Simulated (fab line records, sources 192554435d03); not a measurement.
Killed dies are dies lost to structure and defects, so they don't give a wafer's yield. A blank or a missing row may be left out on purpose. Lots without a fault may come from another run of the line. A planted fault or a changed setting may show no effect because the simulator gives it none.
Split-lot experiment | flow n5_finfet | 7 lots, 21 wafers read, on a route of 1938 steps

THE SPLIT
At N5_MOL_CONTACT_COAG_ALD_27 (deposits SiOC, target thk 17 nm, pulse time 1.5 s, time 2720 s), the setting ald_cycles was moved away from the recipe's 340 on 7 of the 21 wafers read, by -15.6% to +14.7%. The other wafers ran this setting at the recipe's value.

The reading is taken at the split's own step.

THE READING
SiOC_of_MOL_CONTACT_COAG_ALD_27.thk_nm (the simulator's own value, which no gauge read), in nm, at N5_MOL_CONTACT_COAG_ALD_27 (deposits SiOC, target thk 17 nm, pulse time 1.5 s, time 2720 s). The file gives no usual value for it. The 14 wafers here that ran the recipe average 17.0 nm, standard deviation 0.076 nm.

wafer  | tool, chamber at the split | ald_cycles as run | against the recipe | SiOC_of_MOL_CONTACT_COAG_ALD_27.thk_nm, nm | against lot-mates on the recipe
L078.3 | ald_sin-01, 3              | 340               | recipe             | 16.8                                       | -
L078.4 | ald_sin-01, 2              | 340               | recipe             | 17                                         | -
L078.6 | ald_sin-01, 2              | 340               | recipe             | 17                                         | -
L080.1 | ald_sin-01, 0              | 390               | +14.7%             | 19.4                                       | +2.4
L080.5 | ald_sin-01, 0              | 340               | recipe             | 17                                         | -
L080.6 | ald_sin-01, 3              | 390               | +14.7%             | 19.6                                       | +2.6
L085.1 | ald_sin-01, 0,1,1          | 340               | recipe             | 17                                         | -
L085.4 | ald_sin-01, 0,1,1          | 340               | recipe             | 17                                         | -
L085.5 | ald_sin-01, 0,1,1          | 340               | recipe             | 17                                         | -
L086.3 | ald_sin-02, 1              | 322               | -5.3%              | 16.2                                       | -0.8
L086.5 | ald_sin-02, 1,0            | 340               | recipe             | 17                                         | -
L086.6 | ald_sin-02, 1,0            | 340               | recipe             | 17                                         | -
L091.2 | ald_sin-02, 1,3            | 287               | -15.6%             | 14.4                                       | -2.6
L091.3 | ald_sin-02, 1,3            | 287               | -15.6%             | 14.4                                       | -2.6
L091.5 | ald_sin-02, 1              | 340               | recipe             | 17                                         | -
L094.3 | ald_sin-02, 0              | 375               | +10.3%             | 18.8                                       | +1.7
L094.5 | ald_sin-02, 3              | 340               | recipe             | 17                                         | -
L094.6 | ald_sin-02, 2              | 340               | recipe             | 17.2                                       | -
L095.3 | ald_sin-02, 3,0            | 340               | recipe             | 17                                         | -
L095.6 | ald_sin-02, 3,0            | 340               | recipe             | 17                                         | -
L095.4 | ald_sin-02, 2              | 383               | +12.6%             | 19.2                                       | +2.2
Where a row lists several chambers, the file gives one row for several wafers and doesn't say which wafer went through which chamber.

THE FIT
A straight line over all 21 wafers: SiOC_of_MOL_CONTACT_COAG_ALD_27.thk_nm changes by +0.169 nm for each +1% of ald_cycles; r = +1.00; the points scatter about the line by 0.078 nm.
The same after taking each lot's own level away (the mean of its wafers on the recipe; 21 wafers): +0.168 nm for each +1%; r = +1.00; scatter 0.065 nm.
On that fit, the largest move of ald_cycles shifts the reading by 2.6 nm.
The lots' own levels span 16.93 to 17.10 nm, that is 2.2 times the standard deviation above.
So the lot-to-lot level changes the slope little: the two slopes agree.
Check: with one of the wafers moved furthest among these (-15.6%) left out of the fit, the line predicts -2.62 nm for it against its lot-mates. It came out at -2.6 nm against them.

OTHER SPLITS ON THESE WAFERS
These wafers also went through other splits before the reading. Each is held against what the fit with the lots' levels taken away leaves over:
other split on the same wafers        | wafers away from the commonest value | r with SiOC_of_MOL_CONTACT_COAG_ALD_27.thk_nm (lot level and that fit taken away)
N5_MOL_CONTACT_COAG_EXPOSE_05 dose_mj | 9                                    | -0.18

THE FILE'S OWN FIT
SiOC_of_MOL_CONTACT_COAG_ALD_27.thk_nm changes by +0.168 nm for each +1% of ald_cycles, r = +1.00.
